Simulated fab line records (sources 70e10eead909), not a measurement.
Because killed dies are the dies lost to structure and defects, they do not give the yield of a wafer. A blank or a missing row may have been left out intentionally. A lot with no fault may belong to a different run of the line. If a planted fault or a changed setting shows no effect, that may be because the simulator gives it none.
Which tool is to blame?	flow nandHarc	72 wafers from 24 lots sampled at 5 of the route's 1302 steps

== WHAT EACH GAUGE READ, for each wafer ==
NHARC_A_ONON_D2_THK_MEAS_05: measures by ellipsometry.
lot	measured	on	thkNm (nm)
L075	day 12 13:44	filmMetro-01	1007 1005 1004
L074	day 12 18:33	filmMetro-01	995 994 994
L076	day 13 04:26	filmMetro-01	1001 1004 1004
L077	day 14 03:29	filmMetro-01	1005 1003 1006
L078	day 14 03:22	filmMetro-01	1007 1004 1005
L080	day 14 09:13	filmMetro-01	996 994 996
L079	day 14 09:14	filmMetro-02	1014 1014 1015
L081	day 15 10:59	filmMetro-01	1001 1001 1001
L082	day 15 23:41	filmMetro-01	991 990 991
L083	day 16 12:29	filmMetro-01	1006 1006 1006
L084	day 16 20:04	filmMetro-01	986 987 987
L085	day 17 11:13	filmMetro-01	992 993 991
L086	day 17 01:11	filmMetro-01	984 986 984
L087	day 17 19:15	filmMetro-02	988 986 986
L088	day 18 17:28	filmMetro-02	1012 1012 1013
L089	day 19 01:26	filmMetro-01	1008 1008 1008
L090	day 19 01:25	filmMetro-01	1017 1019 1018
L091	day 19 17:44	filmMetro-01	1006 1007 1006
L092	day 19 15:10	filmMetro-01	1000 999 1001
L093	day 19 22:57	filmMetro-02	994 995 995
L094	day 21 04:29	filmMetro-01	1006 1005 1004
L095	day 21 04:30	filmMetro-02	997 998 997
L096	day 21 17:28	filmMetro-02	991 991 989
L097	day 21 17:28	filmMetro-01	1000 1001 999

NHARC_A_ONON_D2_THK_MEAS_27: measures by ellipsometry.
lot	measured	on	thkNm (nm)
L075	day 13 00:52	filmMetro-02	995 991 992
L074	day 13 05:41	filmMetro-01	1002 1000 1003
L076	day 13 15:53	filmMetro-01	1001 999 1000
L077	day 14 14:13	filmMetro-02	1022 1024 1023
L078	day 14 14:13	filmMetro-01	988 985 988
L080	day 14 19:58	filmMetro-02	1008 1009 1008
L079	day 14 19:57	filmMetro-01	1009 1008 1007
L081	day 15 21:46	filmMetro-02	1003 1003 1001
L082	day 16 10:51	filmMetro-02	1007 1006 1008
L083	day 16 23:13	filmMetro-01	1009 1011 1009
L084	day 17 07:20	filmMetro-01	1003 1005 1004
L085	day 17 22:01	filmMetro-01	994 994 996
L086	day 17 11:59	filmMetro-02	998 996 998
L087	day 18 06:04	filmMetro-01	1001 1001 1000
L088	day 19 04:38	filmMetro-01	1006 1006 1006
L089	day 19 12:35	filmMetro-01	999 1000 998
L090	day 19 12:34	filmMetro-01	1013 1010 1011
L091	day 20 02:18	filmMetro-02	1002 1001 1004
L092	day 20 01:57	filmMetro-01	987 985 988
L093	day 20 09:44	filmMetro-01	1005 1005 1003
L094	day 21 15:36	filmMetro-01	996 996 994
L095	day 21 15:35	filmMetro-02	1009 1010 1013
L096	day 22 05:06	filmMetro-01	1003 1001 1003
L097	day 22 05:03	filmMetro-02	976 975 976

== WHICH TOOL RAN EACH LOT (tool, then ch and the chambers of the sampled wafers, then the start) ==
lot	NHARC_A_CHANNEL_HOLE_D1_ETCH_34	NHARC_A_CHANNEL_FILL_D1_ALD_02	NHARC_A_CHANNEL_FILL_D1_ALD_14
L075	rieDiel-07 ch 0,2,3, day 9 02:38 or earlier	aldHk-04 ch 1,3, day 9 02:38	aldHk-02 ch 0,1, day 9 09:41
L074	rieDiel-09 ch 0,2,3, day 9 04:56 or earlier	aldHk-03 ch 0,1,2, day 9 04:56	aldHk-02 ch 1,2,3, day 9 13:17
L076	rieDiel-12 ch 0,1,3, day 9 15:56 or earlier	aldHk-03 ch 1,2,3, day 9 15:56	aldHk-02 ch 0,2,3, day 10 00:20
L077	rieDiel-07 ch 2,3, day 10 13:25 or earlier	aldHk-02 ch 0,1, day 10 13:25	aldHk-03 ch 2,3, day 10 20:28
L078	rieDiel-07 ch 2,3, day 10 17:37 or earlier	aldHk-02 ch 0,1,3, day 10 17:37	aldHk-04 ch 1,2, day 11 00:38
L080	rieDiel-07 ch 0,1,3, day 11 01:04 or earlier	aldHk-03 ch 0,2,3, day 11 01:04	aldHk-02 ch 1,2, day 11 07:59
L079	rieDiel-12 ch 1,3, day 11 01:35 or earlier	aldHk-04 ch 1,2, day 11 01:35	aldHk-04 ch 0,1,3, day 11 08:04
L081	rieDiel-09 ch 1,2,3, day 12 00:26 or earlier	aldHk-03 ch 0,1,2, day 12 00:26	aldHk-04 ch 2,3, day 12 07:23
L082	rieDiel-07 ch 0,2, day 12 11:08 or earlier	aldHk-02 ch 0,2,3, day 12 11:08	aldHk-02 ch 1,2,3, day 12 18:06
L083	rieDiel-07 ch 0,1,3, day 12 22:29 or earlier	aldHk-04 ch 0,2,3, day 12 22:29	aldHk-04 ch 0,2, day 13 05:31
L084	rieDiel-07 ch 1,2,3, day 13 06:47 or earlier	aldHk-02 ch 0,2,3, day 13 06:47	aldHk-04 ch 1,2,3, day 13 13:52
L085	rieDiel-07 ch 0,1,2, day 13 14:05 or earlier	aldHk-03 ch 0,1, day 13 14:05	aldHk-03 ch 1,2, day 13 21:02
L086	rieDiel-12 ch 0,3, day 13 15:04 or earlier	aldHk-03 ch 0,3, day 13 15:04	aldHk-02 ch 0,3, day 13 21:05
L087	rieDiel-07 ch 1,2,3, day 13 23:07 or earlier	aldHk-02 ch 0,2,3, day 13 23:07	aldHk-03 ch 0,1,3, day 14 06:03
L088	rieDiel-07 ch 0,1,3, day 15 01:31 or earlier	aldHk-03 ch 0,1,3, day 15 01:31	aldHk-03 ch 0,1,2, day 15 08:36
L089	rieDiel-07 ch 0,1,3, day 15 11:13 or earlier	aldHk-03 ch 0,2,3, day 15 11:13	aldHk-03 ch 0,2,3, day 15 19:10
L090	rieDiel-12 ch 0,1,2, day 15 13:41 or earlier	aldHk-03 ch 0,2,3, day 15 13:41	aldHk-03 ch 1,2,3, day 15 18:56
L091	rieDiel-09 ch 1,3, day 16 03:57 or earlier	aldHk-03 ch 0,1,2, day 16 03:57	aldHk-04 ch 0,2, day 16 10:51
L092	rieDiel-07 ch 0,1,2, day 16 04:19 or earlier	aldHk-04 ch 0,1,3, day 16 04:19	aldHk-04 ch 1,2,3, day 16 11:02
L093	rieDiel-09 ch 1,2, day 16 10:45 or earlier	aldHk-03 ch 0,2,3, day 16 10:45	aldHk-04 ch 0,1, day 16 17:38
L094	rieDiel-12 ch 1,3, day 17 19:49 or earlier	aldHk-04 ch 0,1,3, day 17 19:49	aldHk-04 ch 0,1, day 18 02:49
L095	rieDiel-07 ch 0,2,3, day 17 21:25 or earlier	aldHk-03 ch 1,2,3, day 17 21:25	aldHk-04 ch 0,2,3, day 18 03:02
L096	rieDiel-07 ch 0,2,3, day 18 04:44 or earlier	aldHk-04 ch 1,2,3, day 18 04:44	aldHk-03 ch 0,1,3, day 18 11:47
L097	rieDiel-07 ch 0,1, day 18 08:20 or earlier	aldHk-04 ch 0,3, day 18 08:20	aldHk-03 ch 0,1, day 18 15:16
- NHARC_A_CHANNEL_HOLE_D1_ETCH_34: etches the open film in CF4/CHF3, target depth 154 nm, time 77 s.
- NHARC_A_CHANNEL_FILL_D1_ALD_02: deposits SiO2, target thk 6 nm, pulse time 10 s, ald cycles 60.
- NHARC_A_CHANNEL_FILL_D1_ALD_14: deposits SiO2, target thk 2.5 nm, pulse time 10 s, ald cycles 25.

== WHAT THE TOOLS THEMSELVES READ (means of the sampled wafers that have a number; where no wafer has one, the mark that the record gives instead) ==
NHARC_A_CHANNEL_HOLE_D1_ETCH_34.
lot	tool	drypumpMotorCurrentA (A)	oesProductAu (a.u.)	rfVppV (V)	showerheadPlenumPTorr (Torr)	throttleValvePct (%)
L075	rieDiel-07	6.0	0.924	372.0	1.60	16.808
L074	rieDiel-09	5.8	0.983	372.3	1.62	16.805
L076	rieDiel-12	6.0	0.979	368.5	1.54	16.800
L077	rieDiel-07	6.3	0.924	371.1	1.59	16.798
L078	rieDiel-07	6.1	0.945	370.9	1.60	16.809
L080	rieDiel-07	5.6	0.965	371.6	1.60	16.804
L079	rieDiel-12	5.6	0.957	370.2	1.56	16.805
L081	rieDiel-09	5.9	0.972	372.4	1.63	16.804
L082	rieDiel-07	5.9	0.924	372.3	1.61	16.793
L083	rieDiel-07	5.6	0.923	371.1	1.60	16.803
L084	rieDiel-07	6.0	0.918	371.4	1.59	16.796
L085	rieDiel-07	5.8	0.925	371.8	1.60	16.802
L086	rieDiel-12	5.8	0.943	369.5	1.54	16.798
L087	rieDiel-07	5.9	0.973	370.7	1.59	16.802
L088	rieDiel-07	5.6	0.944	371.5	1.60	16.802
L089	rieDiel-07	5.6	0.967	372.1	1.60	16.813
L090	rieDiel-12	6.2	0.967	368.9	1.53	16.808
L091	rieDiel-09	6.3	0.968	372.4	1.64	16.794
L092	rieDiel-07	5.8	0.944	371.3	1.60	16.804
L093	rieDiel-09	5.5	0.959	372.4	1.63	16.808
L094	rieDiel-12	5.6	0.965	370.2	1.55	16.806
L095	rieDiel-07	6.0	0.970	370.9	1.60	16.806
L096	rieDiel-07	6.0	0.925	371.8	1.60	16.812
L097	rieDiel-07	5.4	0.934	372.2	1.60	16.806

NHARC_A_CHANNEL_FILL_D1_ALD_02.
lot	tool	heaterPowerW (W)	precursorPulseHeightRel
L075	aldHk-04	468	0.985
L074	aldHk-03	471	1.003
L076	aldHk-03	470	1.005
L077	aldHk-02	553	0.997
L078	aldHk-02	525	1.024
L080	aldHk-03	494	1.014
L079	aldHk-04	482	0.990
L081	aldHk-03	469	1.003
L082	aldHk-02	508	0.989
L083	aldHk-04	501	0.980
L084	aldHk-02	513	0.991
L085	aldHk-03	467	1.001
L086	aldHk-03	492	0.993
L087	aldHk-02	503	1.012
L088	aldHk-03	471	0.979
L089	aldHk-03	487	1.021
L090	aldHk-03	494	0.994
L091	aldHk-03	465	0.999
L092	aldHk-04	512	0.995
L093	aldHk-03	491	0.999
L094	aldHk-04	509	0.986
L095	aldHk-03	476	1.007
L096	aldHk-04	460	0.998
L097	aldHk-04	547	0.967

NHARC_A_CHANNEL_FILL_D1_ALD_14.
lot	tool	heaterPowerW (W)	precursorPulseHeightRel
L075	aldHk-02	550	1.004
L074	aldHk-02	485	0.999
L076	aldHk-02	500	0.997
L077	aldHk-03	491	0.992
L078	aldHk-04	485	1.001
L080	aldHk-02	471	1.004
L079	aldHk-04	514	0.998
L081	aldHk-04	446	0.991
L082	aldHk-02	493	1.001
L083	aldHk-04	548	1.001
L084	aldHk-04	461	0.991
L085	aldHk-03	467	0.993
L086	aldHk-02	521	1.010
L087	aldHk-03	471	1.023
L088	aldHk-03	471	1.017
L089	aldHk-03	494	0.983
L090	aldHk-03	469	1.011
L091	aldHk-04	549	1.008
L092	aldHk-04	467	1.004
L093	aldHk-04	518	1.000
L094	aldHk-04	564	0.990
L095	aldHk-04	498	1.007
L096	aldHk-03	465	0.979
L097	aldHk-03	453	1.019

== THE ANSWER, worked out from the rows above alone ==
Rule: the usual values come from the lots themselves. Put in order of their means at a reading, lots are off if they are a third of the lots or fewer, leave a main group of 4 or more, and stand apart from it by a gap of 3 or more times the standard deviation of the main group's means; of several such gaps the widest counts. If all means in a main group match to the digits the tables above print for the reading, that group is not used. A lot without any number at a reading at which 4 lots or more have one is off too. Where the step has rows for the other lots, those lots are counted as sound. Order of review: gauges by route order, followed by the tools' own readings, for which a lot's mean as printed above is used. The first step at which some lot is off is used, and at that step the reading that is off furthest; a lot without a number counts as furthest.
No lot is off on any of the readings shown, so nothing can be concluded from this.

== WHAT WAS PUT IN BY THE SIMULATOR ==
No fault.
